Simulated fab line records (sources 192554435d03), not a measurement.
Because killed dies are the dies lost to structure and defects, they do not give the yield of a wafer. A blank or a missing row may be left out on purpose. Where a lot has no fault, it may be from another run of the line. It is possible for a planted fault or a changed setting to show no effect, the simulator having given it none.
Chamber matching :: flow n5_finfet :: 4 sister chambers for N5_HKMG_FIN_CMP_94 on cmp-02
The step polishes, stops on SiNx, t overpolish 4.7 s, target thk 43.299 nm. 20 wafers are shown with their chamber, then 10 later ones without.

== WAFERS, EACH WITH ITS CHAMBER ==
wafer: L074.2
chamber: 2
motor_current_A (A): 11.0
platen_rpm (rpm): 50.38
edge_zone_pressure_frac: 1.000

wafer: L074.3
chamber: 3
motor_current_A (A): 11.6
platen_rpm (rpm): 50.29
edge_zone_pressure_frac: 0.995

wafer: L074.5
chamber: 0
motor_current_A (A): 10.8
platen_rpm (rpm): 50.26
edge_zone_pressure_frac: 1.008

wafer: L077.1
chamber: 1
motor_current_A (A): 11.9
platen_rpm (rpm): 50.29
edge_zone_pressure_frac: 1.001

wafer: L077.3
chamber: 2
motor_current_A (A): 11.1
platen_rpm (rpm): 50.28
edge_zone_pressure_frac: 0.994

wafer: L077.6
chamber: 3
motor_current_A (A): 12.0
platen_rpm (rpm): 50.28
edge_zone_pressure_frac: 1.006

wafer: L078.1
chamber: 1
motor_current_A (A): 12.3
platen_rpm (rpm): 50.25
edge_zone_pressure_frac: 1.000

wafer: L078.3
chamber: 2
motor_current_A (A): 10.3
platen_rpm (rpm): 50.34
edge_zone_pressure_frac: 1.004

wafer: L078.6
chamber: 2
motor_current_A (A): 10.7
platen_rpm (rpm): 50.27
edge_zone_pressure_frac: 1.006

wafer: L081.2
chamber: 3
motor_current_A (A): 11.2
platen_rpm (rpm): 50.23
edge_zone_pressure_frac: 0.998

wafer: L081.3
chamber: 0
motor_current_A (A): 11.4
platen_rpm (rpm): 50.26
edge_zone_pressure_frac: 0.997

wafer: L081.5
chamber: 1
motor_current_A (A): 12.1
platen_rpm (rpm): 50.27
edge_zone_pressure_frac: 0.995

wafer: L083.2
chamber: 2
motor_current_A (A): 10.9
platen_rpm (rpm): 50.36
edge_zone_pressure_frac: 1.004

wafer: L083.4
chamber: 0
motor_current_A (A): 11.5
platen_rpm (rpm): 50.27
edge_zone_pressure_frac: 1.000

wafer: L083.5
chamber: 2
motor_current_A (A): 10.4
platen_rpm (rpm): 50.30
edge_zone_pressure_frac: 1.001

wafer: L085.3
chamber: 0
motor_current_A (A): 11.1
platen_rpm (rpm): 50.29
edge_zone_pressure_frac: 0.999

wafer: L085.4
chamber: 3
motor_current_A (A): 11.9
platen_rpm (rpm): 50.33
edge_zone_pressure_frac: 1.010

wafer: L085.6
chamber: 1
motor_current_A (A): 12.7
platen_rpm (rpm): 50.28
edge_zone_pressure_frac: 1.000

wafer: L090.1
chamber: 2
motor_current_A (A): 11.0
platen_rpm (rpm): 50.30
edge_zone_pressure_frac: 0.990

wafer: L090.2
chamber: 1
motor_current_A (A): 11.7
platen_rpm (rpm): 50.29
edge_zone_pressure_frac: 0.997

SIGNATURES (means of the wafers above)
reading: motor_current_A
chamber 0: 11.200
chamber 1: 12.140
chamber 2: 10.771
chamber 3: 11.675
scatter within a chamber: 0.342

reading: platen_rpm
chamber 0: 50.2700
chamber 1: 50.2760
chamber 2: 50.3186
chamber 3: 50.2825
scatter within a chamber: 0.0329

reading: edge_zone_pressure_frac
chamber 0: 1.00100
chamber 1: 0.99860
chamber 2: 0.99986
chamber 3: 1.00225
scatter within a chamber: 0.00527
Rule: for each reading, subtract the chamber's mean from the wafer's reading, divide by that reading's scatter and square the result; add these up over the readings and take the root, which gives the wafer's distance from the chamber. If the next closest chamber is less than 2 further off than the closest, the wafer can't be placed; otherwise it belongs to the closest. The scatter: take each reading less its chamber's mean, square it, sum over the shown wafers, divide by the number of wafers less the number of chambers, and take the root.

== WAFERS MISSING THEIR CHAMBER ==
wafer: L090.5
motor_current_A (A): 10.8
platen_rpm (rpm): 50.34
edge_zone_pressure_frac: 0.997

wafer: L091.2
motor_current_A (A): 10.8
platen_rpm (rpm): 50.27
edge_zone_pressure_frac: 0.999

wafer: L091.3
motor_current_A (A): 10.9
platen_rpm (rpm): 50.29
edge_zone_pressure_frac: 1.002

wafer: L091.4
motor_current_A (A): 12.2
platen_rpm (rpm): 50.35
edge_zone_pressure_frac: 0.997

wafer: L092.2
motor_current_A (A): 11.7
platen_rpm (rpm): 50.29
edge_zone_pressure_frac: 0.996

wafer: L092.5
motor_current_A (A): 11.0
platen_rpm (rpm): 50.31
edge_zone_pressure_frac: 0.991

wafer: L092.6
motor_current_A (A): 11.9
platen_rpm (rpm): 50.29
edge_zone_pressure_frac: 0.995

wafer: L094.1
motor_current_A (A): 11.0
platen_rpm (rpm): 50.30
edge_zone_pressure_frac: 0.999

wafer: L094.4
motor_current_A (A): 11.6
platen_rpm (rpm): 50.25
edge_zone_pressure_frac: 1.001

wafer: L094.6
motor_current_A (A): 10.9
platen_rpm (rpm): 50.30
edge_zone_pressure_frac: 0.993

== WHICH CHAMBER EACH WENT THROUGH ==
wafer: L090.5
from the rows above: can't be placed: 2 or 0
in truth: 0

wafer: L091.2
from the rows above: can't be placed: 0 or 2 or 3
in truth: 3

wafer: L091.3
from the rows above: can't be placed: 2 or 0 or 3
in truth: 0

wafer: L091.4
from the rows above: can't be placed: 1 or 3 or 0
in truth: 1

wafer: L092.2
from the rows above: can't be placed: 3 or 1 or 0 or 2
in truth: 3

wafer: L092.5
from the rows above: can't be placed: 2 or 0 or 3 or 1
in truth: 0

wafer: L092.6
from the rows above: can't be placed: 1 or 3 or 0
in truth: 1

wafer: L094.1
from the rows above: can't be placed: 2 or 0 or 3
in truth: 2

wafer: L094.4
from the rows above: can't be placed: 3 or 0 or 1
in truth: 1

wafer: L094.6
from the rows above: can't be placed: 2 or 0 or 3
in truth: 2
Correctly placed: 0 of 10. Not placeable from these rows: 10 (in 10, the candidates include the true chamber). Number placed wrongly: 0.
